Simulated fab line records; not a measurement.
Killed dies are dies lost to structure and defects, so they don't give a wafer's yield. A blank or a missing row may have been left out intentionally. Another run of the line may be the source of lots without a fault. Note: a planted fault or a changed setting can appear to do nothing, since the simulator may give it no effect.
Split-lot trial || flow n5_finfet || route with 1938 steps; 7 lots, 21 wafers read

SPLIT DETAILS
At N5_BEOL_M9_COAT_22 (resist thk 30 nm), the setting spin_rpm was moved away from the recipe's 1500 rpm on 5 of the 21 wafers read, by -9.3% to +10.7%. For the rest of the wafers, this setting stayed at what the recipe calls for.

The reading comes from the split's own step.

THE READING
CAR-EUV_of_BEOL_M9_COAT_22.thk_nm (the simulator's own value, which no gauge read), in nm, at N5_BEOL_M9_COAT_22 (resist thk 30 nm). The file does not state a usual value for it. Here, 16 wafers ran the recipe; their average is 29.9 nm with a standard deviation of 0.15 nm.

{"wafer": "L076.1", "tool, chamber at the split": "litho_track-01, 0", "spin_rpm as run, rpm": 1500, "against the recipe": "recipe", "CAR-EUV_of_BEOL_M9_COAT_22.thk_nm, nm": 30, "against lot-mates on the recipe": "-"}
{"wafer": "L076.5", "tool, chamber at the split": "litho_track-01, 0", "spin_rpm as run, rpm": 1661, "against the recipe": "+10.7%", "CAR-EUV_of_BEOL_M9_COAT_22.thk_nm, nm": 28.6, "against lot-mates on the recipe": -1.5}
{"wafer": "L076.6", "tool, chamber at the split": "litho_track-01, 0", "spin_rpm as run, rpm": 1500, "against the recipe": "recipe", "CAR-EUV_of_BEOL_M9_COAT_22.thk_nm, nm": 30.2, "against lot-mates on the recipe": "-"}
{"wafer": "L080.1", "tool, chamber at the split": "litho_track-03, 0", "spin_rpm as run, rpm": 1500, "against the recipe": "recipe", "CAR-EUV_of_BEOL_M9_COAT_22.thk_nm, nm": 30, "against lot-mates on the recipe": "-"}
{"wafer": "L080.6", "tool, chamber at the split": "litho_track-03, 0", "spin_rpm as run, rpm": 1500, "against the recipe": "recipe", "CAR-EUV_of_BEOL_M9_COAT_22.thk_nm, nm": 30, "against lot-mates on the recipe": "-"}
{"wafer": "L080.2", "tool, chamber at the split": "litho_track-03, 0", "spin_rpm as run, rpm": 1376, "against the recipe": "-8.3%", "CAR-EUV_of_BEOL_M9_COAT_22.thk_nm, nm": 31.4, "against lot-mates on the recipe": "+1.4"}
{"wafer": "L086.3", "tool, chamber at the split": "litho_track-01, 0", "spin_rpm as run, rpm": 1500, "against the recipe": "recipe", "CAR-EUV_of_BEOL_M9_COAT_22.thk_nm, nm": 30.2, "against lot-mates on the recipe": "-"}
{"wafer": "L086.4", "tool, chamber at the split": "litho_track-01, 0", "spin_rpm as run, rpm": 1500, "against the recipe": "recipe", "CAR-EUV_of_BEOL_M9_COAT_22.thk_nm, nm": 30.2, "against lot-mates on the recipe": "-"}
{"wafer": "L086.5", "tool, chamber at the split": "litho_track-01, 0", "spin_rpm as run, rpm": 1607, "against the recipe": "+7.1%", "CAR-EUV_of_BEOL_M9_COAT_22.thk_nm, nm": 29, "against lot-mates on the recipe": -1.2}
{"wafer": "L093.1", "tool, chamber at the split": "litho_track-03, 0", "spin_rpm as run, rpm": 1500, "against the recipe": "recipe", "CAR-EUV_of_BEOL_M9_COAT_22.thk_nm, nm": 29.8, "against lot-mates on the recipe": "-"}
{"wafer": "L093.4", "tool, chamber at the split": "litho_track-03, 0", "spin_rpm as run, rpm": 1500, "against the recipe": "recipe", "CAR-EUV_of_BEOL_M9_COAT_22.thk_nm, nm": 29.8, "against lot-mates on the recipe": "-"}
{"wafer": "L093.5", "tool, chamber at the split": "litho_track-03, 0", "spin_rpm as run, rpm": 1500, "against the recipe": "recipe", "CAR-EUV_of_BEOL_M9_COAT_22.thk_nm, nm": 29.8, "against lot-mates on the recipe": "-"}
{"wafer": "L091.1", "tool, chamber at the split": "litho_track-02, 0", "spin_rpm as run, rpm": 1500, "against the recipe": "recipe", "CAR-EUV_of_BEOL_M9_COAT_22.thk_nm, nm": 29.8, "against lot-mates on the recipe": "-"}
{"wafer": "L091.5", "tool, chamber at the split": "litho_track-02, 0", "spin_rpm as run, rpm": 1500, "against the recipe": "recipe", "CAR-EUV_of_BEOL_M9_COAT_22.thk_nm, nm": 29.8, "against lot-mates on the recipe": "-"}
{"wafer": "L091.3", "tool, chamber at the split": "litho_track-02, 0", "spin_rpm as run, rpm": 1611, "against the recipe": "+7.4%", "CAR-EUV_of_BEOL_M9_COAT_22.thk_nm, nm": 28.8, "against lot-mates on the recipe": -1.0}
{"wafer": "L097.2", "tool, chamber at the split": "litho_track-03, 0", "spin_rpm as run, rpm": 1500, "against the recipe": "recipe", "CAR-EUV_of_BEOL_M9_COAT_22.thk_nm, nm": 29.8, "against lot-mates on the recipe": "-"}
{"wafer": "L097.5", "tool, chamber at the split": "litho_track-03, 0", "spin_rpm as run, rpm": 1500, "against the recipe": "recipe", "CAR-EUV_of_BEOL_M9_COAT_22.thk_nm, nm": 29.8, "against lot-mates on the recipe": "-"}
{"wafer": "L097.6", "tool, chamber at the split": "litho_track-03, 0", "spin_rpm as run, rpm": 1500, "against the recipe": "recipe", "CAR-EUV_of_BEOL_M9_COAT_22.thk_nm, nm": 30, "against lot-mates on the recipe": "-"}
{"wafer": "L096.1", "tool, chamber at the split": "litho_track-01, 0", "spin_rpm as run, rpm": 1361, "against the recipe": "-9.3%", "CAR-EUV_of_BEOL_M9_COAT_22.thk_nm, nm": 31.4, "against lot-mates on the recipe": "+1.4"}
{"wafer": "L096.5", "tool, chamber at the split": "litho_track-01, 0", "spin_rpm as run, rpm": 1500, "against the recipe": "recipe", "CAR-EUV_of_BEOL_M9_COAT_22.thk_nm, nm": 30, "against lot-mates on the recipe": "-"}
{"wafer": "L096.6", "tool, chamber at the split": "litho_track-01, 0", "spin_rpm as run, rpm": 1500, "against the recipe": "recipe", "CAR-EUV_of_BEOL_M9_COAT_22.thk_nm, nm": 30, "against lot-mates on the recipe": "-"}

THE FIT
A straight line over all 21 wafers: CAR-EUV_of_BEOL_M9_COAT_22.thk_nm changes by -0.148 nm for each +1% of spin_rpm; r = -0.97; the points scatter about the line by 0.16 nm.
The same after taking each lot's own level away (the mean of its wafers on the recipe; 21 wafers): -0.151 nm for each +1%; r = -0.99; scatter 0.076 nm.
On that fit, the largest move of spin_rpm shifts the reading by 1.6 nm.
Measured against the standard deviation above, the lots' own levels, which go from 29.80 to 30.20 nm, span 2.7 times it.
The two slopes agree, so the slope changes little with the lot-to-lot level.
Check: -1.67 nm against its lot-mates is what the line predicts for one of the wafers moved furthest among these (+10.7%) when that wafer is left out of the fit. It came out at -1.5 nm against them.

ADDITIONAL SPLITS CARRIED BY THESE WAFERS
Note: prior to the reading, these wafers also went through further splits. Each is held against what the fit with the lots' levels taken away leaves over:
{"other split on the same wafers": "N5_BEOL_M6_EXPOSE_08 dose_mj", "wafers away from the commonest value": 7, "r with CAR-EUV_of_BEOL_M9_COAT_22.thk_nm (lot level and that fit taken away)": -0.05}
{"other split on the same wafers": "N5_BEOL_M6_ETCH_61 bias_w", "wafers away from the commonest value": 4, "r with CAR-EUV_of_BEOL_M9_COAT_22.thk_nm (lot level and that fit taken away)": -0.03}
{"other split on the same wafers": "N5_BEOL_M7_EXPOSE_25 dose_mj", "wafers away from the commonest value": 5, "r with CAR-EUV_of_BEOL_M9_COAT_22.thk_nm (lot level and that fit taken away)": -0.28}
{"other split on the same wafers": "N5_BEOL_M8_TRENCH_ETCH_37 bias_w", "wafers away from the commonest value": 4, "r with CAR-EUV_of_BEOL_M9_COAT_22.thk_nm (lot level and that fit taken away)": "+0.40"}

THE FILE'S OWN FIT
CAR-EUV_of_BEOL_M9_COAT_22.thk_nm changes by -0.151 nm for each +1% of spin_rpm, r = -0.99.
